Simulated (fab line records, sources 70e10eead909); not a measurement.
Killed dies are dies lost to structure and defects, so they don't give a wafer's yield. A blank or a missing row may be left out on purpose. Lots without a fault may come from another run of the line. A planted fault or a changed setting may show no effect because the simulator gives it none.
A struck lot beside a sound one | flow nand_harc | 13 steps out of a route of 1159
Sound: wafers L128.1, L128.2, L128.4. Struck: wafers L131.1, L131.2. The cause comes at the end.
At each step with rows: each side's tool, then ch and its chambers, then its first start. Under that, the readings that differ: sound wafers | struck wafers | difference of the means | sigmas: that difference in standard deviations of wafers without a fault.
alike: readings whose means differ by less than 2 such deviations, and words and numbers that are the same on both sides. not compared: withheld readings, readings that some wafer has no value for, bounds like >300 that may hide the same value, and numbers for which the record gives no deviation and whose values overlap.
The two part at a step that has a row with sigmas, a row that says differs or no value, or rows on one side only. Numbers that don't overlap but have no deviation are shown without sigmas and don't part them. A reading that every wafer of one side lacks parts them only if that side has two wafers or more.

NHARC_A_SLIT_ETCH_26: etches the open film in C4F8/O2/Ar, time 90 s, target depth 400 nm.
  sound on har_etch-01 ch 0,1, day 16 04:35; struck on har_etch-02 ch 0,1, day 17 03:01
  alike: drypump_motor_current_A, showerhead_plenum_p_Torr, throttle_valve_pct
  not compared: rf_hours_counter_h
then, 1 step without rows for these wafers: NHARC_A_SLIT_STRIP_28 (strips in O2/COS).
NHARC_A_SLIT_ETCH_29: etches the open film in CF4/O2, target depth 100 nm, overetch 10 nm, time 55 s.
  sound on rie_diel-11 ch 1,2,3, day 16 05:12; struck on rie_diel-11 ch 0,2, day 17 03:38
  reading                | sound    | struck | difference | sigmas
  rf_hours_counter_h (h) | 10 12 12 | 1 2    | -10        |
  alike: drypump_motor_current_A, oes_f_703_au, oes_product_au, rf_vpp_V, showerhead_plenum_p_Torr, throttle_valve_pct
NHARC_A_SLIT_STRIP_18: strips in O2.
  sound on rie_diel-11 ch 0,2,3; struck on rie_diel-11 ch 0,3
  reading                | sound    | struck | difference | sigmas
  rf_hours_counter_h (h) | 12 12 10 | 1 1    | -10        |
  alike: drypump_motor_current_A, oes_product_au, rf_vpp_V, showerhead_plenum_p_Torr, throttle_valve_pct
then, 2 steps without rows for these wafers: NHARC_A_SLIT_PRECLEAN_19 (cleans in SC1); NHARC_A_SLIT_SRD_20.
NHARC_A_SLIT_CD_MEAS_21:
  sound on cd_sem-01, day 16 05:44; struck on cd_sem-02, day 17 04:09
  reading    | sound             | struck      | difference | sigmas
  cd_nm (nm) | 288.2 287.5 287.9 | 289.5 290.2 | +2.0       | +2
then, 3 steps without rows for these wafers: NHARC_A_SIN_REMOVE_WET_00 (chemistry H3PO4, time 15300 s); NHARC_A_SIN_REMOVE_PRECLEAN_01 (cleans in SC1); NHARC_A_SIN_REMOVE_SRD_02.
NHARC_A_SIN_REMOVE_INSPECT_04:
  sound on defect_inspect-02, day 16 13:24; struck on defect_inspect-02, day 17 11:53
  alike: raw_defect_count
NHARC_A_WL_FILL_ALD_00: deposits Al2O3, target thk 3 nm, pulse time 3 s, ald cycles 30.
  sound on ald_hk-01 ch 0,1,2, day 16 15:55; struck on ald_hk-03 ch 1,3, day 17 11:59
  reading    | sound    | struck | difference | sigmas
  ald_cycles | 30 30 30 | 41 41  | +11        |
  alike: heater_power_w, precursor_pulse_height_rel
NHARC_A_WL_FILL_RTA_01: time 5 s.
  sound on rtp_anneal-01 ch 0, day 16 16:09; struck on rtp_anneal-01 ch 0, day 17 12:14
  alike: lamp_power_pct, wafer_temp_C_max

WHERE THEY PART
Only at NHARC_A_SLIT_CD_MEAS_21, within this record. Later steps at which nothing parts them and some readings are alike: NHARC_A_SIN_REMOVE_INSPECT_04, NHARC_A_WL_FILL_ALD_00, NHARC_A_WL_FILL_RTA_01.

WHY: what the simulator had put in
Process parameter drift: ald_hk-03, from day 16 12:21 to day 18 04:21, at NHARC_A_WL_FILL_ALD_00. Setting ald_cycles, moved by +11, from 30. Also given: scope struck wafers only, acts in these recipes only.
